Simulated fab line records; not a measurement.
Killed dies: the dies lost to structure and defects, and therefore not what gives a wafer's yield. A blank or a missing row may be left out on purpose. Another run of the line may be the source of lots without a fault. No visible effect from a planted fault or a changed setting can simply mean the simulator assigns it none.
fab line records ; flow n5_finfet
record: lots: 8; wafers: 24; last_day: 19
route steps=1938 shown BEOL_M2@858 BEOL_M4@1111 PASSIVATION@1936
lots untouched by any fault: they come from a run of this same line in which no faults occurred
start_h: hours from the record's opening day to when the first of the lot's shown wafers began ; wait_h: how many hours have passed since the lot's step before this one ; " the same as in the row above ; L1.1+2: a single row standing in for several wafers ; - no value, or no start was given ; * or withheld: withheld ; < > ~ a bound
route shown NAME@n: names a module that has steps shown in the file, with the first one's number in the route ; usual: mean/standard deviation taken from wafers without a fault ; same: alike in all rows ; chamber/n: place in a boat ; sites: each site's reading ; _std_site: the values' standard deviation ; _edge_site: mean of outer sites minus mean of inner sites ; radius_mm: for every site, how far away it sits from the centre of the wafer ; mask NAME#n: copy n ; behind: tool/chamber where the wafer was last shaped ; hold: the reason the lot was held/the length of the hold in hours/how it ended ; device: which transistor (n, p or np) failed to switch ; end of line: the same wafers' tests at the end of the route ; a step with no rows: only its recipe ; killed: not the wafer's yield, but the dies lost to structure and defects at the first sort ; map: shows each die of a wafer: x if killed, . if not, _ if none is there
set.NAME: the run value of the setting; set.NAME@STEP: its run value at that earlier step ; model.NAME: the simulator's own value behind a step, which no gauge read
a sample of lots followed through the steps of the route, with each step as a table and each wafer as a row
services: from which hour (start_h, from the record's first day; less than 0 if before it) a tool's chamber was out of use, for how many hours, and why
== steps ==
step: N5_BEOL_M2_ETCH_74
recipe: chemistry: N2/H2; target: underlayer; target_depth_a: 65; mask_material: CAR-EUV; time_s: 5.2; ion_energy_ev: 200; pressure_mtorr: 30; source_w: 840; bias_w: 150; n2_flow_sccm: 200; h2_flow_sccm: 200; ends: cleared
usual: drypump_motor_current_A: 5.49/0.29; etch_rf_on_time_s: 5.23/0.14; oes_product_au: 0.66/0.081; rf_vpp_V: 523.6/2.8; showerhead_plenum_p_Torr: 2.53/0.09; throttle_valve_pct: 17.80/0.21
lot.wafer;tool;chamber;start_h;wait_h;drypump_motor_current_A;etch_rf_on_time_s;oes_product_au;rf_hours_counter_h;rf_vpp_V;showerhead_plenum_p_Torr;throttle_valve_pct
L310.1;rie_diel-04;1;147.57;0.0;5.92;5.24;0.62;196;521.6;2.42;17.78
L310.2;rie_diel-04;0;147.57;0.0;5.52;5.33;0.62;205;524.8;2.53;17.94
L310.6;rie_diel-04;2;147.57;0.0;5.40;5.28;0.58;-;522.4;2.50;17.66
L312.3;rie_diel-04;0;153.68;0.0;5.51;5.32;0.61;207;522.3;2.53;17.96
L312.4;rie_diel-04;3;153.68;0.0;5.22;5.22;0.65;162;521.2;2.55;17.94
L312.5;rie_diel-04;2;153.68;0.0;5.41;5.24;0.58;-;522.6;2.50;17.69
L316.3;rie_diel-03;3;176.31;0.0;5.42;5.11;0.73;53;524.3;2.58;17.81
L316.4;rie_diel-03;0;176.31;0.0;5.83;5.28;0.78;10;523.2;2.61;17.36
L316.5;rie_diel-03;0;176.31;0.0;5.85;5.27;0.79;-;526.9;2.61;17.34
L317.4;rie_diel-04;1;188.75;0.0;5.91;5.16;0.61;-;521.1;2.42;17.80
L317.5;rie_diel-04;3;188.75;0.0;5.20;5.22;0.63;-;523.4;2.55;17.98
L317.6;rie_diel-04;0;188.75;0.0;5.53;5.38;0.61;-;522.6;2.52;17.95
L321.1;rie_diel-04;3;203.83;0.0;5.21;5.21;0.63;183;521.4;2.54;18.00
L321.2;rie_diel-04;0;203.83;0.0;5.52;5.32;0.60;225;524.5;2.52;17.98
L321.6;rie_diel-04;3;203.83;0.0;5.23;5.24;0.62;-;526.5;2.54;18.02
L324.1;rie_diel-03;3;227.47;0.0;5.43;5.05;0.70;70;526.2;2.58;17.84
L324.3;rie_diel-03;2;227.47;0.0;4.91;4.92;0.77;34;530.0;2.70;17.88
L324.5;rie_diel-03;0;227.47;0.0;5.84;5.23;0.75;-;525.1;2.60;17.34
L329.1;rie_diel-03;1;263.87;0.0;5.84;5.08;0.81;8;524.0;2.60;17.76
L329.2;rie_diel-03;2;263.87;0.0;4.95;5.08;0.74;48;528.5;2.70;17.92
L329.4;rie_diel-03;3;263.87;0.0;5.44;5.17;0.69;84;525.8;2.57;17.89
L332.2;rie_diel-01;3;269.91;0.0;5.25;5.18;0.70;69;521.9;2.46;17.58
L332.3;rie_diel-01;2;269.91;0.0;5.79;5.39;0.61;211;520.8;2.41;17.93
L332.5;rie_diel-01;0;269.91;0.0;5.33;5.56;0.57;-;526.4;2.61;17.98
step: N5_BEOL_M2_ETCH_64
recipe: chemistry: N2/H2; target: SOC; target_depth_a: 750; overetch_a: 225; mask_material: SiARC; temp_c: 40; time_s: 121.9; ion_energy_ev: 200; pressure_mtorr: 30; source_w: 840; bias_w: 150; n2_flow_sccm: 200; h2_flow_sccm: 200
usual: drypump_motor_current_A: 5.49/0.29; oes_product_au: 0.59/0.066; rf_vpp_V: 523.5/2.5; showerhead_plenum_p_Torr: 2.53/0.09; throttle_valve_pct: 17.76/0.22
lot.wafer;tool;chamber;start_h;wait_h;drypump_motor_current_A;oes_product_au;rf_hours_counter_h;rf_vpp_V;showerhead_plenum_p_Torr;throttle_valve_pct
L310.1;rie_diel-04;1;147.62;0.0;5.91;0.55;196;519.7;2.42;17.73
L310.2;rie_diel-04;0;147.62;0.0;5.52;0.55;205;523.1;2.53;17.90
L310.6;rie_diel-04;2;147.62;0.0;5.40;0.53;-;523.4;2.50;17.63
L312.3;rie_diel-04;0;153.73;0.0;5.53;0.55;207;524.5;2.53;17.92
L312.4;rie_diel-04;3;153.73;0.0;5.24;0.57;162;525.4;2.55;17.93
L312.5;rie_diel-04;2;153.73;0.0;5.43;0.52;-;522.5;2.50;17.63
L316.3;rie_diel-03;3;176.36;0.0;5.43;0.64;53;525.1;2.58;17.78
L316.4;rie_diel-03;0;176.36;0.0;5.85;0.71;10;524.7;2.61;17.29
L316.5;rie_diel-03;0;176.36;0.0;5.81;0.70;-;525.8;2.61;17.30
L317.4;rie_diel-04;1;188.84;0.1;5.91;0.54;-;520.6;2.42;17.76
L317.5;rie_diel-04;3;188.84;0.1;5.23;0.55;-;523.6;2.55;17.93
L317.6;rie_diel-04;0;188.84;0.1;5.53;0.54;-;524.6;2.52;17.91
L321.1;rie_diel-04;3;203.88;0.0;5.22;0.56;183;524.4;2.54;17.95
L321.2;rie_diel-04;0;203.88;0.0;5.54;0.54;225;522.5;2.52;17.93
L321.6;rie_diel-04;0;203.88;0.0;5.54;0.55;-;522.0;2.52;17.96
L324.1;rie_diel-03;3;227.51;0.0;5.44;0.62;70;524.6;2.58;17.82
L324.3;rie_diel-03;2;227.51;0.0;4.92;0.67;34;529.2;2.70;17.82
L324.5;rie_diel-03;0;227.51;0.0;5.83;0.66;-;525.4;2.60;17.32
L329.1;rie_diel-03;1;263.91;0.0;5.85;0.71;8;525.2;2.60;17.75
L329.2;rie_diel-03;2;263.91;0.0;4.92;0.65;48;527.7;2.70;17.87
L329.4;rie_diel-03;3;263.91;0.0;5.44;0.61;84;525.0;2.57;17.83
L332.2;rie_diel-01;3;269.95;0.0;5.24;0.63;69;520.7;2.46;17.51
L332.3;rie_diel-01;2;269.95;0.0;5.77;0.55;211;520.6;2.41;17.90
L332.5;rie_diel-01;0;269.95;0.0;5.34;0.53;-;525.7;2.61;17.97
step: N5_BEOL_M2_ETCH_69
recipe: chemistry: CF4; target: SiARC; target_depth_a: 156; mask_material: CAR-EUV; time_s: 26; ion_energy_ev: 80; pressure_mtorr: 40; source_w: 545; bias_w: 36; Ar_flow_sccm: 100; cf4_flow_sccm: 100; ends: cleared
usual: drypump_motor_current_A: 5.48/0.28; etch_rf_on_time_s: 26.0/0.81; oes_product_au: 0.66/0.083; rf_vpp_V: 183.9/1; showerhead_plenum_p_Torr: 2.12/0.071; throttle_valve_pct: 15.54/0.2
lot.wafer;tool;chamber;start_h;wait_h;drypump_motor_current_A;etch_rf_on_time_s;oes_product_au;rf_hours_counter_h;rf_vpp_V;showerhead_plenum_p_Torr;throttle_valve_pct
L310.1;rie_diel-01;1;148.81;0.0;5.63;26.4;0.59;206;182.3;2.03;15.57
L310.2;rie_diel-01;2;148.81;0.0;5.77;26.7;0.62;189;182.6;2.05;15.76
L310.6;rie_diel-01;2;148.81;0.0;5.79;26.7;0.63;-;184.4;2.05;15.75
L312.3;rie_diel-01;0;154.74;0.0;5.34;27.4;0.61;191;183.8;2.21;15.58
L312.4;rie_diel-01;1;154.74;0.0;5.65;26.3;0.60;209;183.7;2.03;15.59
L312.5;rie_diel-01;3;154.74;0.0;5.27;25.4;0.78;-;183.1;2.08;15.33
L316.3;rie_diel-01;1;177.24;0.0;5.64;26.2;0.59;218;182.7;2.03;15.61
L316.4;rie_diel-01;0;177.24;0.0;5.32;27.1;0.60;200;184.6;2.20;15.60
L316.5;rie_diel-01;1;177.24;0.0;5.66;30.7;0.54;-;182.8;2.03;15.61
L317.4;rie_diel-01;1;189.76;0.0;5.64;26.7;0.59;222;182.9;2.03;15.61
L317.5;rie_diel-01;3;189.76;0.0;5.26;30.1;0.69;-;183.6;2.08;15.38
L317.6;rie_diel-01;0;189.76;0.0;5.32;32.2;0.54;-;185.2;2.20;15.60
L321.1;rie_diel-01;0;204.85;0.0;5.34;32.4;0.54;211;184.2;2.20;15.63
L321.2;rie_diel-01;1;204.85;0.0;5.64;26.6;0.58;227;180.9;2.03;15.62
L321.6;rie_diel-01;1;204.85;0.0;5.64;31.2;0.54;-;183.8;2.03;15.62
L324.1;rie_diel-03;0;228.49;0.0;5.84;26.0;0.76;28;183.2;2.17;15.01
L324.3;rie_diel-03;3;228.49;0.0;5.43;24.9;0.72;71;184.6;2.16;15.50
L324.5;rie_diel-03;3;228.49;0.0;5.43;25.0;0.72;-;184.6;2.15;15.51
L329.1;rie_diel-01;2;264.77;0.0;5.77;27.0;0.62;209;182.8;2.04;15.81
L329.2;rie_diel-01;0;264.77;0.0;5.33;27.5;0.57;240;183.3;2.19;15.66
L329.4;rie_diel-01;2;264.77;0.0;5.78;26.6;0.62;-;182.7;2.04;15.80
L332.2;rie_diel-01;0;270.80;0.0;5.33;28.0;0.57;242;185.0;2.19;15.68
L332.3;rie_diel-01;2;270.80;0.0;5.77;27.1;0.61;211;182.3;2.04;15.80
L332.5;rie_diel-01;3;270.80;0.0;5.24;26.0;0.71;-;184.3;2.07;15.43
step: N5_BEOL_M2_ETCH_41
recipe: chemistry: CH3F/O2; target: SiCN; target_depth_a: 299; taper_deg: 2; time_s: 52.5; ion_energy_ev: 120; mask_material: TiN; pressure_mtorr: 30; source_w: 395; bias_w: 75; Ar_flow_sccm: 150; CH3F_flow_sccm: 30; O2_flow_sccm: 20
usual: drypump_motor_current_A: 5.46/0.28; oes_product_au: 0.79/0.1; rf_vpp_V: 297.2/1.7; showerhead_plenum_p_Torr: 1.99/0.076; throttle_valve_pct: 16.23/0.23
lot.wafer;tool;chamber;start_h;wait_h;drypump_motor_current_A;oes_product_au;rf_hours_counter_h;rf_vpp_V;showerhead_plenum_p_Torr;throttle_valve_pct
L310.1;rie_diel-03;0;-;-;5.81;0.97;2;297.7;2.05;15.70
L310.2;rie_diel-03;1;-;-;5.83;0.68;229;299.7;2.07;16.64
L310.6;rie_diel-03;0;-;-;5.81;0.97;-;296.9;2.05;15.72
L312.3;rie_diel-03;3;-;-;5.42;0.86;47;298.8;2.02;16.16
L312.4;rie_diel-03;2;-;-;4.94;0.95;12;298.5;2.15;16.29
L312.5;rie_diel-03;0;-;-;5.81;0.95;-;298.9;2.05;15.71
L316.3;rie_diel-03;3;-;-;5.44;0.84;56;298.6;2.02;16.20
L316.4;rie_diel-03;2;-;-;4.92;0.92;20;300.1;2.14;16.33
L316.5;rie_diel-03;0;-;-;5.82;0.91;-;300.0;2.05;15.75
L317.4;rie_diel-03;3;-;-;5.44;0.84;58;296.9;2.02;16.21
L317.5;rie_diel-03;1;-;-;5.86;0.66;-;297.1;2.07;16.68
L317.6;rie_diel-03;0;-;-;5.82;0.91;-;299.2;2.04;15.74
L321.1;rie_diel-01;0;-;-;5.33;0.69;218;298.8;2.06;16.34
L321.2;rie_diel-01;1;-;-;5.64;0.68;235;294.8;1.89;16.34
L321.6;rie_diel-01;1;-;-;5.62;0.68;-;295.5;1.89;16.34
L324.1;rie_diel-01;1;-;-;5.63;0.67;244;293.6;1.88;16.34
L324.3;rie_diel-01;0;-;-;5.33;0.69;227;296.8;2.05;16.38
L324.5;rie_diel-01;1;-;-;5.64;0.67;-;294.9;1.88;16.37
L329.1;rie_diel-01;2;-;-;5.78;0.70;218;293.6;1.90;16.49
L329.2;rie_diel-01;0;-;-;5.33;0.66;249;298.0;2.05;16.40
L329.4;rie_diel-01;0;-;-;5.32;0.66;-;300.0;2.05;16.40
L332.2;rie_diel-04;2;-;-;5.37;0.91;32;296.5;1.95;15.84
L332.3;rie_diel-04;1;-;-;5.91;0.69;247;294.5;1.90;16.44
L332.5;rie_diel-04;3;-;-;5.22;0.70;-;297.8;1.96;16.34
step: N5_BEOL_M4_RC_MEAS_101
usual: DIBL_N: 36.8/1.9; DIBL_P: 36.5/2.1; IOFF_N: 0.17/0.038; IOFF_P: 0.22/0.039; ION_N: 675/12; ION_P: 463/7.4; SS_N: 71.6/0.71; SS_P: 73.4/0.72; VT_N: 249/3.3; VT_P: -250/3.3
lot.wafer;tool;chamber;start_h;wait_h;DIBL_N[mV/V];DIBL_P[mV/V];IOFF_N[nA/um];IOFF_P[nA/um];ION_N[uA/um];ION_P[uA/um];SS_N[mV/dec];SS_P[mV/dec];VT_N[mV];VT_P[mV]
L310.1;prober-01;0;176.42;0.0;34.7;34.3;0.12;0.16;657;453;71.0;72.6;251;-256
L310.2;prober-01;0;176.42;0.0;39.9;40.0;0.21;0.24;680;459;72.7;74.3;249;-252
L310.6;prober-01;0;176.42;0.0;35.7;34.5;0.12;0.16;656;450;70.9;72.9;252;-256
L312.3;prober-02;0;195.06;0.3;37.8;37.4;0.19;0.25;672;461;71.9;73.3;248;-249
L312.4;prober-02;0;195.06;0.3;36.4;36.3;0.17;0.23;678;465;71.3;73.2;248;-247
L312.5;prober-02;0;195.06;0.3;37.7;38.7;0.19;0.27;684;472;71.3;73.7;242;-244
L317.4;prober-02;0;231.60;0.5;37.4;38.5;0.18;0.24;667;460;70.8;74.2;248;-250
L317.5;prober-02;0;231.60;0.5;37.9;39.4;0.20;0.28;668;461;72.4;74.2;249;-246
L317.6;prober-02;0;231.60;0.5;38.2;38.4;0.18;0.24;667;463;72.5;73.4;249;-247
L316.3;prober-02;0;237.44;0.3;33.6;33.0;0.12;0.16;654;458;70.5;72.4;253;-254
L316.4;prober-02;0;237.44;0.3;36.5;35.9;0.16;0.20;667;456;71.6;73.9;250;-252
L316.5;prober-02;0;237.44;0.3;37.0;37.0;0.17;0.21;657;452;71.3;74.4;249;-250
L321.1;prober-01;0;245.67;0.0;37.2;36.3;0.16;0.21;664;460;71.0;73.0;251;-248
L321.2;prober-01;0;245.67;0.0;37.3;36.5;0.17;0.23;686;469;71.1;73.7;248;-248
L321.6;prober-01;0;245.67;0.0;34.9;34.8;0.13;0.19;672;464;70.8;72.8;252;-250
L324.1;prober-01;0;287.35;0.0;39.0;37.3;0.23;0.27;668;461;73.2;73.8;247;-244
L324.3;prober-01;0;287.35;0.0;34.7;34.8;0.14;0.23;682;480;70.9;73.4;251;-248
L324.5;prober-01;0;287.35;0.0;41.0;40.3;0.31;0.33;682;470;72.9;75.1;242;-243
L329.1;prober-02;0;333.13;0.0;36.7;36.4;0.19;0.22;697;480;71.0;73.7;246;-250
L329.2;prober-02;0;333.13;0.0;39.4;38.8;0.23;0.25;711;477;70.9;73.0;242;-249
L329.4;prober-02;0;333.13;0.0;39.3;39.0;0.24;0.25;712;474;71.5;74.3;244;-249
L332.2;prober-02;0;337.79;0.2;38.5;38.1;0.20;0.25;698;472;72.2;73.8;244;-247
L332.3;prober-02;0;337.79;0.2;41.7;40.6;0.28;0.31;685;470;72.6;74.5;242;-245
L332.5;prober-02;0;337.79;0.2;36.9;34.9;0.16;0.20;680;465;71.7;73.5;250;-251
step: N5_PASSIVATION_PROBE_49
usual: defect_limited_yield: 91.3/1.4; killed_at_M0_to_M3: 33/11; killed_at_M4_up: 15/6.2; killed_at_contacts: 13/6.5; killed_at_front_end: 38/11; killed_at_other: 3.4/2.6; killed_dies: 102/17; killed_open: 67/12; killed_short: 34/7.9; sort_bin_4_leakage: 0.00/0.022; sort_bin_5_function: 5.1/0.88; sort_bin_6_memory: 3.3/0.65; sort_n_pass: 1078/17; sort_yield_pct: 91.3/1.4
same: gross_dies: 1180; killed_at_back_side: 0; sort_bin_8_speed[%]: 0
lot.wafer;tool;chamber;start_h;wait_h;defect_limited_yield[%];killed_at_M0_to_M3;killed_at_M4_up;killed_at_contacts;killed_at_front_end;killed_at_other;killed_dies;killed_open;killed_short;sort_bin_4_leakage[%];sort_bin_5_function[%];sort_bin_6_memory[%];sort_n_pass;sort_yield_pct[%]
L310.1;prober-01;-;273.66;0.0;91.5;19;8;26;46;1;100;61;39;0;5.4;2.8;1080;91.5
L310.2;prober-01;-;273.71;0.1;92.7;24;23;20;19;0;86;62;23;0;4.8;2.3;1094;92.7
L310.6;prober-01;-;273.91;0.3;93.1;14;9;29;30;0;82;55;27;0;4.5;2.3;1098;93.1
L312.3;prober-02;-;315.83;0.1;92.4;21;14;18;32;5;90;57;31;0;4.4;2.9;1090;92.4
L312.4;prober-02;-;315.88;0.2;90.6;54;11;9;31;6;111;71;36;0;6.0;3.1;1069;90.6
L312.5;prober-02;-;315.93;0.2;92.2;37;15;7;28;5;92;62;28;0;4.6;3.0;1088;92.2
L317.4;prober-01;-;339.08;0.5;92.4;25;14;22;28;1;90;59;27;0;4.4;3.1;1090;92.4
L317.5;prober-01;-;339.13;0.6;91.9;43;7;8;34;3;95;58;36;0;4.7;3.0;1085;91.9
L317.6;prober-01;-;339.18;0.6;90.6;43;4;17;45;2;111;71;40;0;5.0;4.4;1069;90.6
L316.3;prober-01;-;346.12;0.1;90.5;48;11;17;31;5;112;73;36;0;5.0;3.8;1068;90.5
L316.4;prober-01;-;346.17;0.2;91.4;36;10;18;29;9;102;76;26;0;5.5;3.1;1078;91.4
L316.5;prober-01;-;346.22;0.2;90.9;31;19;24;27;6;107;80;26;0;5.1;3.6;1073;90.9
L321.1;prober-02;-;346.66;0.0;91.6;48;15;13;22;1;99;66;33;0;4.7;3.2;1081;91.6
L321.2;prober-02;-;346.71;0.1;91.2;40;23;7;32;2;104;65;39;0;5.3;3.3;1076;91.2
L321.6;prober-02;-;346.91;0.3;90.3;25;29;16;43;1;114;82;32;0;5.3;4.1;1066;90.3
L324.1;prober-01;-;391.87;0.0;93.2;25;13;8;33;1;80;57;23;0;3.6;3.0;1100;93.2
L324.3;prober-01;-;391.97;0.1;92.1;34;12;9;37;1;93;66;27;0;4.6;3.0;1087;92.1
L324.5;prober-01;-;392.07;0.2;92.5;32;14;7;31;5;89;64;25;0.25;3.6;3.7;1088;92.2
L329.1;prober-02;-;435.84;0.0;91.5;26;12;16;42;4;100;72;28;0;4.7;3.6;1080;91.5
L329.2;prober-02;-;435.89;0.1;89.2;39;10;19;55;5;128;73;45;0;5.9;4.2;1052;89.2
L329.4;prober-02;-;435.99;0.2;91.5;33;5;17;44;1;100;63;31;0;4.7;3.2;1080;91.5
L332.2;prober-01;-;455.34;0.1;90.2;29;24;9;51;3;116;87;27;0;5.2;4.1;1064;90.2
L332.3;prober-01;-;455.39;0.1;90.8;18;31;15;39;6;109;71;36;0;5.8;3.3;1071;90.8
L332.5;prober-01;-;455.49;0.2;91.3;34;20;13;35;1;103;71;31;0;4.8;3.7;1077;91.3
killed by level:class
L310.1 MOL_CONTACT_COAG:geometric_particle:open=20 FIN_SAQP:geometric_particle:short=13 ILD0:geometric_particle:short=6 MOL_CONTACT_COAG:geometric_particle:short=6 BEOL_M0_SAQP:geometric_particle:short=6 GATE_CUT:geometric_particle:open=5 BEOL_M4:geometric_particle:open=5 ILD0:geometric_particle:open=4
L310.2 BEOL_M4:geometric_particle:open=12 MOL_CONTACT_COAG:geometric_particle:open=10 MOL_CONTACT_COAG:geometric_particle:short=10 BEOL_M3:geometric_particle:open=8 FIN_SAQP:geometric_particle:open=5 STI_FIN_REVEAL:geometric_particle:open=5 BEOL_M0_SAQP:geometric_particle:open=5 FIN_SAQP:geometric_particle:short=3
L310.6 MOL_CONTACT_COAG:geometric_particle:open=19 MOL_CONTACT_COAG:geometric_particle:short=10 STI_FIN_REVEAL:geometric_particle:open=8 FIN_CUT:geometric_particle:open=4 STI_FIN_REVEAL:geometric_particle:short=4 BEOL_M4:geometric_particle:open=4 STARTING-WAFER:geometric_particle:open=4 BEOL_M2:geometric_particle:open=3
L312.3 MOL_CONTACT_COAG:geometric_particle:open=14 FIN_SAQP:geometric_particle:open=7 BEOL_M2:geometric_particle:open=6 FIN_SAQP:geometric_particle:short=5 BEOL_M0_SAQP:geometric_particle:short=5 STI_FIN_REVEAL:geometric_particle:short=4 BEOL_M4:geometric_particle:open=4 BEOL_M5:geometric_particle:open=4
L312.4 BEOL_M0_SAQP:geometric_particle:open=15 BEOL_M0_SAQP:geometric_particle:short=13 BEOL_M3:geometric_particle:open=13 MOL_CONTACT_COAG:geometric_particle:open=7 GATE_CUT:geometric_particle:short=6 BEOL_M1:geometric_particle:open=6 FIN_SAQP:geometric_particle:open=5 GATE_CUT:geometric_particle:open=5
L312.5 GATE_CUT:geometric_particle:open=9 BEOL_M0_SAQP:geometric_particle:open=9 BEOL_M0_SAQP:geometric_particle:short=9 BEOL_M2:geometric_particle:open=7 BEOL_M3:geometric_particle:open=6 BEOL_M1:geometric_particle:open=5 BEOL_M4:geometric_particle:open=5 BEOL_M5:geometric_particle:open=5
L317.4 MOL_CONTACT_COAG:geometric_particle:open=19 FIN_SAQP:geometric_particle:open=8 FIN_SAQP:geometric_particle:short=5 BEOL_M2:geometric_particle:open=5 BEOL_M0_SAQP:geometric_particle:short=4 DUMMY_GATE:geometric_particle:open=3 MOL_CONTACT_COAG:geometric_particle:short=3 BEOL_M0_SAQP:geometric_particle:open=3
L317.5 BEOL_M1:geometric_particle:open=12 BEOL_M2:geometric_particle:open=9 BEOL_M0_SAQP:geometric_particle:open=8 FIN_SAQP:geometric_particle:open=6 GATE_CUT:geometric_particle:short=6 MOL_CONTACT_COAG:geometric_particle:open=6 BEOL_M0_SAQP:geometric_particle:short=6 FIN_SAQP:geometric_particle:short=5
L317.6 FIN_SAQP:geometric_particle:open=14 FIN_SAQP:geometric_particle:short=14 MOL_CONTACT_COAG:geometric_particle:open=14 BEOL_M0_SAQP:geometric_particle:short=12 BEOL_M2:geometric_particle:open=12 BEOL_M0_SAQP:geometric_particle:open=8 STI_FIN_REVEAL:geometric_particle:open=6 BEOL_M1:geometric_particle:open=5
L316.3 MOL_CONTACT_COAG:geometric_particle:open=15 BEOL_M2:geometric_particle:open=10 BEOL_M0_SAQP:geometric_particle:open=8 BEOL_M1:geometric_particle:open=8 BEOL_M0_SAQP:geometric_particle:short=7 BEOL_M1:geometric_particle:short=6 BEOL_M4:geometric_particle:open=6 STARTING-WAFER:geometric_particle:short=6
L316.4 MOL_CONTACT_COAG:geometric_particle:open=15 BEOL_M1:geometric_particle:open=11 FIN_SAQP:geometric_particle:open=10 BEOL_M0_SAQP:geometric_particle:open=9 BEOL_M3:geometric_particle:open=6 STI_FIN_REVEAL:geometric_particle:open=5 PASS1_CAP:geometric_particle:short=4 DUMMY_GATE:geometric_particle:open=3
L316.5 MOL_CONTACT_COAG:geometric_particle:open=19 BEOL_M4:geometric_particle:open=11 BEOL_M3:geometric_particle:open=8 STARTING-WAFER:geometric_particle:open=7 BEOL_M2:geometric_particle:open=6 MOL_CONTACT_COAG:geometric_particle:short=5 BEOL_M0_SAQP:geometric_particle:open=5 DUMMY_GATE:geometric_particle:open=4
L321.1 BEOL_M3:geometric_particle:open=12 MOL_CONTACT_COAG:geometric_particle:open=11 BEOL_M1:geometric_particle:open=8 FIN_SAQP:geometric_particle:short=7 BEOL_M1:geometric_particle:short=6 BEOL_M4:geometric_particle:open=6 BEOL_M3:geometric_particle:short=5 FIN_SAQP:geometric_particle:open=4
L321.2 FIN_SAQP:geometric_particle:short=13 BEOL_M4:geometric_particle:open=11 BEOL_M0_SAQP:geometric_particle:open=7 BEOL_M3:geometric_particle:open=7 STI_FIN_REVEAL:geometric_particle:open=6 MOL_CONTACT_COAG:geometric_particle:open=6 BEOL_M0_SAQP:geometric_particle:short=5 BEOL_M2:geometric_particle:open=5
L321.6 BEOL_M4:geometric_particle:open=19 MOL_CONTACT_COAG:geometric_particle:open=15 BEOL_M1:geometric_particle:open=9 FIN_SAQP:geometric_particle:short=8 FIN_SAQP:geometric_particle:open=7 DUMMY_GATE:geometric_particle:open=7 GATE_CUT:geometric_particle:short=6 BEOL_M0_SAQP:geometric_particle:open=5
L324.1 STI_FIN_REVEAL:geometric_particle:open=10 FIN_SAQP:geometric_particle:open=7 MOL_CONTACT_COAG:geometric_particle:open=7 BEOL_M1:geometric_particle:open=5 BEOL_M2:geometric_particle:open=5 BEOL_M0_SAQP:geometric_particle:short=4 BEOL_M3:geometric_particle:open=4 ILD0:geometric_particle:short=3
L324.3 STI_FIN_REVEAL:geometric_particle:open=11 BEOL_M1:geometric_particle:open=11 MOL_CONTACT_COAG:geometric_particle:open=8 BEOL_M2:geometric_particle:open=8 BEOL_M2:geometric_particle:short=6 FIN_SAQP:geometric_particle:short=5 DUMMY_GATE:geometric_particle:open=5 BEOL_M1:geometric_particle:short=5
L324.5 BEOL_M0_SAQP:geometric_particle:open=8 BEOL_M1:geometric_particle:open=8 STARTING-WAFER:geometric_particle:open=7 MOL_CONTACT_COAG:geometric_particle:open=5 STI_FIN_REVEAL:geometric_particle:open=4 GATE_CUT:geometric_particle:short=4 BEOL_M1:geometric_particle:short=4 BEOL_M3:geometric_particle:open=4
L329.1 FIN_SAQP:geometric_particle:open=13 MOL_CONTACT_COAG:geometric_particle:open=11 BEOL_M2:geometric_particle:open=10 BEOL_M4:geometric_particle:open=6 FIN_SAQP:geometric_particle:short=5 GATE_CUT:geometric_particle:short=5 GATE_CUT:geometric_particle:open=5 MOL_CONTACT_COAG:geometric_particle:short=5
L329.2 MOL_CONTACT_COAG:geometric_particle:open=16 FIN_SAQP:geometric_particle:short=13 FIN_SAQP:geometric_particle:open=9 GATE_CUT:geometric_particle:short=9 BEOL_M2:geometric_particle:open=9 BEOL_M3:geometric_particle:open=8 HKMG_FIN:area_etch=8 BEOL_M1:geometric_particle:open=7
L329.4 MOL_CONTACT_COAG:geometric_particle:open=14 FIN_SAQP:geometric_particle:open=9 BEOL_M2:geometric_particle:open=7 STI_FIN_REVEAL:geometric_particle:open=6 BEOL_M0_SAQP:geometric_particle:short=6 FIN_SAQP:geometric_particle:short=5 BEOL_M0_SAQP:geometric_particle:open=5 BEOL_M0:geometric_particle:open=5
L332.2 BEOL_M4:geometric_particle:open=18 FIN_SAQP:geometric_particle:open=13 BEOL_M2:geometric_particle:open=10 BEOL_M3:geometric_particle:open=9 MOL_CONTACT_COAG:geometric_particle:open=8 FIN_SAQP:geometric_particle:short=4 DUMMY_GATE:geometric_particle:open=4 ILD0:geometric_particle:open=4
L332.3 BEOL_M4:geometric_particle:open=18 MOL_CONTACT_COAG:geometric_particle:open=11 FIN_SAQP:geometric_particle:short=9 BEOL_M2:geometric_particle:open=6 STARTING-WAFER:geometric_particle:open=6 FIN_SAQP:geometric_particle:open=5 STI_FIN_REVEAL:geometric_particle:open=4 DUMMY_GATE:geometric_particle:open=4
L332.5 BEOL_M4:geometric_particle:open=14 STI_FIN_REVEAL:geometric_particle:open=9 BEOL_M2:geometric_particle:open=9 BEOL_M3:geometric_particle:open=9 MOL_CONTACT_COAG:geometric_particle:open=8 FIN_SAQP:geometric_particle:open=5 MOL_CONTACT_COAG:geometric_particle:short=5 BEOL_M0_SAQP:geometric_particle:short=4
== services ==
tool;chamber;start_h;hours;kind
rie_diel-03;0;125.80;-;clean
rie_diel-03;0;125.80;-;consumable_replace:focus_ring
rie_diel-03;0;125.80;22.3;scheduled_down
rie_diel-03;0;125.80;22.3;vent_cycle
rie_diel-01;0;130.07;9.3;repair
rie_diel-01;-;130.59;0.9;repair
rie_diel-03;-;149.57;2.8;pm
rie_diel-04;0;165.31;3.0;repair
rie_diel-03;1;218.97;-;clean
rie_diel-03;1;218.97;-;consumable_replace:focus_ring
rie_diel-03;1;218.97;17.2;scheduled_down
rie_diel-04;1;232.60;8.5;repair
rie_diel-01;3;236.72;4.0;repair
rie_diel-01;1;259.55;-;clean
rie_diel-01;1;259.55;-;consumable_replace:focus_ring
rie_diel-01;1;259.55;-;consumable_replace:showerhead
rie_diel-01;1;259.55;32.3;scheduled_down
rie_diel-01;1;259.55;32.3;vent_cycle
rie_diel-04;2;262.52;29.1;repair
rie_diel-03;0;285.15;18.7;repair
rie_diel-01;0;291.88;-;clean
rie_diel-01;0;291.88;-;consumable_replace:focus_ring
rie_diel-01;0;291.88;17.7;scheduled_down
rie_diel-01;0;291.88;17.7;vent_cycle
== key ==
first_sign: step: N5_BEOL_M2_ETCH_69; reading: etch_rf_on_time_s; direction: up; sigmas: 6.6; usual: *; struck: *
effect none on later readings
met_at N5_BEOL_M2_ETCH_69
struck_lots L316,L317,L321
struck_wafers L316.5,L317.5,L317.6,L321.1,L321.6
not_acting_at N5_BEOL_M2_ETCH_74,N5_BEOL_M2_ETCH_64,N5_BEOL_M2_ETCH_41
onset_between 154.74 177.24
fault: kind: process_parameter_drift; tool: rie_diel-01; chamber: -; onset_h: 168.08; steps: N5_BEOL_M2_ETCH_69; channel: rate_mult; offset: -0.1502; shape: step; end_h: 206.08; scope: struck_wafers_only
